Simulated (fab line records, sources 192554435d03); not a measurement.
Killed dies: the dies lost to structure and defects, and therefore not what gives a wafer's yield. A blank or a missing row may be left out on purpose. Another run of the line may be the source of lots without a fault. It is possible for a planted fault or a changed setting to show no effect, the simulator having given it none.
Chamber matching :: flow n5-finfet :: 3 sister chambers for N5_BEOL_M10_CURE_72 on uv-cure-02
The step cures SiCOH lowk, time 120 s. 20 wafers are shown with their chamber, then 10 later ones without.

WAFERS, EACH WITH ITS CHAMBER
wafer: L081.2
chamber: 2
wafer_temp_C_max: 371.4
lamp-power-pct (%): 52.27

wafer: L081.4
chamber: 2
wafer_temp_C_max: 372.0
lamp-power-pct (%): 52.31

wafer: L081.6
chamber: 2
wafer_temp_C_max: 371.4
lamp-power-pct (%): 52.42

wafer: L088.1
chamber: 0
wafer_temp_C_max: 371.2
lamp-power-pct (%): 52.31

wafer: L088.2
chamber: 0
wafer_temp_C_max: 370.8
lamp-power-pct (%): 52.33

wafer: L088.3
chamber: 0
wafer_temp_C_max: 371.6
lamp-power-pct (%): 52.24

wafer: L085.2
chamber: 2
wafer_temp_C_max: 371.5
lamp-power-pct (%): 52.24

wafer: L085.4
chamber: 2
wafer_temp_C_max: 371.6
lamp-power-pct (%): 52.34

wafer: L085.5
chamber: 2
wafer_temp_C_max: 371.6
lamp-power-pct (%): 52.33

wafer: L091.1
chamber: 0
wafer_temp_C_max: 371.2
lamp-power-pct (%): 52.36

wafer: L091.3
chamber: 0
wafer_temp_C_max: 370.8
lamp-power-pct (%): 52.37

wafer: L091.6
chamber: 0
wafer_temp_C_max: 370.7
lamp-power-pct (%): 52.31

wafer: L092.1
chamber: 2
wafer_temp_C_max: 371.7
lamp-power-pct (%): 52.32

wafer: L092.4
chamber: 2
wafer_temp_C_max: 371.8
lamp-power-pct (%): 52.35

wafer: L092.5
chamber: 2
wafer_temp_C_max: 371.8
lamp-power-pct (%): 52.25

wafer: L093.2
chamber: 1
wafer_temp_C_max: 371.7
lamp-power-pct (%): 52.28

wafer: L093.3
chamber: 1
wafer_temp_C_max: 372.0
lamp-power-pct (%): 52.36

wafer: L093.6
chamber: 1
wafer_temp_C_max: 372.2
lamp-power-pct (%): 52.28

wafer: L097.2
chamber: 0
wafer_temp_C_max: 371.2
lamp-power-pct (%): 52.33

wafer: L097.3
chamber: 0
wafer_temp_C_max: 371.0
lamp-power-pct (%): 52.20

SIGNATURES (averages over the wafers above)
reading: wafer_temp_C_max
chamber 0: 371.062
chamber 1: 371.967
chamber 2: 371.644
scatter within a chamber: 0.251

reading: lamp-power-pct
chamber 0: 52.3062
chamber 1: 52.3067
chamber 2: 52.3144
scatter within a chamber: 0.0559
Rule: for each reading, subtract the chamber's mean from the wafer's reading, divide by that reading's scatter and square the result; add these up over the readings and take the root, which gives the wafer's distance from the chamber. The wafer belongs to the nearest chamber; if the next one is less than 2 further off, it can't be placed. The scatter is the square root of a quotient: the sum, over the shown wafers, of each reading's squared deviation from its chamber's mean, divided by wafers minus chambers.

WAFERS WITH NO CHAMBER GIVEN
wafer: L097.5
wafer_temp_C_max: 371.2
lamp-power-pct (%): 52.25

wafer: L096.1
wafer_temp_C_max: 372.1
lamp-power-pct (%): 52.43

wafer: L096.3
wafer_temp_C_max: 371.7
lamp-power-pct (%): 52.31

wafer: L096.6
wafer_temp_C_max: 371.8
lamp-power-pct (%): 52.35

wafer: L094.1
wafer_temp_C_max: 371.0
lamp-power-pct (%): 52.37

wafer: L094.4
wafer_temp_C_max: 370.7
lamp-power-pct (%): 52.38

wafer: L094.5
wafer_temp_C_max: 370.8
lamp-power-pct (%): 52.32

wafer: L094.2
wafer_temp_C_max: 370.9
lamp-power-pct (%): 52.24

wafer: L094.3
wafer_temp_C_max: 371.0
lamp-power-pct (%): 52.24

wafer: L094.6
wafer_temp_C_max: 370.9
lamp-power-pct (%): 52.25

WHICH CHAMBER EACH ONE RAN IN
wafer: L097.5
from the rows above: can't be placed: 0 or 2
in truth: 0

wafer: L096.1
from the rows above: can't be placed: 1 or 2
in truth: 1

wafer: L096.3
from the rows above: can't be placed: 2 or 1
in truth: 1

wafer: L096.6
from the rows above: can't be placed: 2 or 1
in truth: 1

wafer: L094.1
from the rows above: can't be placed: 0 or 2
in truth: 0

wafer: L094.4
from the rows above: can't be placed: 0 or 2
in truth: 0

wafer: L094.5
from the rows above: 0
in truth: 0

wafer: L094.2
from the rows above: can't be placed: 0 or 2
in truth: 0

wafer: L094.3
from the rows above: can't be placed: 0 or 2
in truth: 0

wafer: L094.6
from the rows above: can't be placed: 0 or 2
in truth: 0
Correctly placed: 1 of 10. From these rows, 9 cannot be placed; in 9 the true chamber is one of the candidates. Placed wrongly: 0.
